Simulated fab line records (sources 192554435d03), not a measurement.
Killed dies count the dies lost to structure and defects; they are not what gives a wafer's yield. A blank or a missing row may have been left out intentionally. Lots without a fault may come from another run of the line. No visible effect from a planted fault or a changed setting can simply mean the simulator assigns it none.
A lot that was struck, set against a sound lot :: flow n5 finfet :: 14 steps out of a route of 1938
Sound: these wafers, L372.1, L372.3, L372.5. The struck wafers were L375.2, L375.4, L375.6. The cause comes at the end.
At each step with rows: each side's tool, then ch and its chambers, then its first start. Under that, the readings that differ: sound wafers :: struck wafers :: difference of the means :: sigmas: that difference in standard deviations of wafers without a fault.
alike: words and numbers the same on both sides, and readings whose means are apart by under 2 such deviations; not compared: readings that were withheld, readings missing a value for some wafer, numbers with overlapping values and no deviation given by the record, and bounds like >300 which may hide the same value.
The two part at a step that has a row with sigmas, a row that says differs or no value, or rows on one side only. When numbers do not overlap yet have no deviation, they are printed without sigmas and do not part them. A reading that every wafer of one side lacks parts them only if that side has two wafers or more.

first, 3 steps without rows for these wafers: N5_SD_EPI_P_PRECLEAN_51 (cleans in NF3:NH3, afs cycles 1, time 20 s, sublimation time 60 s); N5_SD_EPI_P_VAPOR_ETCH_44 (etches SiGe30 in NF3/Ar, time 3.3 s); N5_SD_EPI_P_EPI_21 (deposits SiGe:B, time 355 s).
N5_SD_EPI_P_EPI_MEAS_23:
  sound on film metro-02, day 5 14:06; struck on film metro-02, day 6 16:36
  alike: thk nm
then, 6 steps without rows for these wafers: N5_SD_EPI_P_HM_STRIP_48 (strips SiNx in H3PO4, material SiNx, target depth 3 nm); N5_SD_EPI_P_SRD_49 (time 30 s); N5_SD_EPI_P_PRECLEAN_24 (cleans in O3/DIW, time 45 s); N5_SD_EPI_P_PRECLEAN_32 (cleans in dHF, time 10 s); N5_SD_EPI_P_PRECLEAN_33 (cleans in SC2, time 45 s); N5_SD_EPI_P_SRD_25 (time 30 s).
N5_SD_EPI_P_INSPECT_26: inspects for defects (darkfield).
  sound on defect inspect-01, day 5 14:16; struck on defect inspect-01, day 6 16:47
  alike: raw defect count
N5_SD_ACTIVATION_RTA_00: time 0 s.
  sound on rtp anneal-02 ch 0, day 5 14:21; struck on rtp anneal-02 ch 0, day 6 16:50
  alike: lamp power pct, wafer_temp_C_max
N5_SD_ACTIVATION_LSA_01: time 0.0008 s.
  sound on laser anneal-02 ch 0, day 5 14:33; struck on laser anneal-02 ch 0, day 6 17:02
reading: wafer_temp_C_max
sound: 1085.0 1083.4 1084.8
struck: 1005.2 1005.8 1005.3
difference: -79.0
sigmas: -53
-- here the record skips 10 days between the struck wafers' starts before and after, leaving off in module SD_ACTIVATION and picking up in module PASSIVATION (first step shown: number 1936 of the route) --
N5_PASSIVATION_PROBE_49:
  rows exist in the record for the struck wafers here (prober-01, day 16 08:53), but not for the sound ones

== WHERE THEY PART ==
Earliest at N5_SD_ACTIVATION_LSA_01; latest, in this record, at N5_PASSIVATION_PROBE_49.

WHY: what the simulator had put in
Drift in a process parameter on laser anneal-02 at N5_SD_ACTIVATION_LSA_01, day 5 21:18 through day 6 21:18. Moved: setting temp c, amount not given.
